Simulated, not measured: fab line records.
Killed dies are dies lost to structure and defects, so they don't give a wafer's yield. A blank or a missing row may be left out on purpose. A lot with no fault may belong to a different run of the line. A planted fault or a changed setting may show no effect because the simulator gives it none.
Chamber matching	flow nandHarc	NHARC_P_M1_CMP_23 on cmp-02: 4 sister chambers
The step polishes, t overpolish 20 s, target thk 157.82 nm. 4 wafers are shown with their chamber, then 7 later ones without.

## EACH WAFER AND ITS CHAMBER
wafer	chamber	motorCurrentA (A)
L085.5	3	11.8
L086.2	1	9.2
L089.1	0	13.7
L089.4	2	10.5

## WAFERS WITH NO CHAMBER GIVEN
wafer	motorCurrentA (A)
L089.5	9.5
L093.2	9.3
L093.3	11.4
L093.5	8.9
L094.1	10.7
L094.4	11.8
L094.6	13.4

## WHICH CHAMBER EACH ONE RAN IN
wafer	from the rows above	in truth
L089.5	1	1
L093.2	1	1
L093.3	can't be placed: 3 or 2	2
L093.5	1	1
L094.1	2	2
L094.4	3	3
L094.6	0	0
Correctly placed: 6 of 7. Cannot be placed on the basis of these rows: 1; the candidates contain the true chamber in 1. Placed wrongly: 0.
How it was worked out, from the rows above alone: a wafer's distance from a chamber is the root of the sum, over the readings, of the square of ((its reading less the chamber's mean) divided by the reading's scatter). If the next closest chamber is less than 2 further off than the closest, the wafer can't be placed; otherwise it belongs to the closest. The mean given for a chamber averages the wafers shown for that chamber. The scatter: with one shown wafer a chamber, the root of the mean of the squares of how far each hidden wafer lies from its nearest shown one.
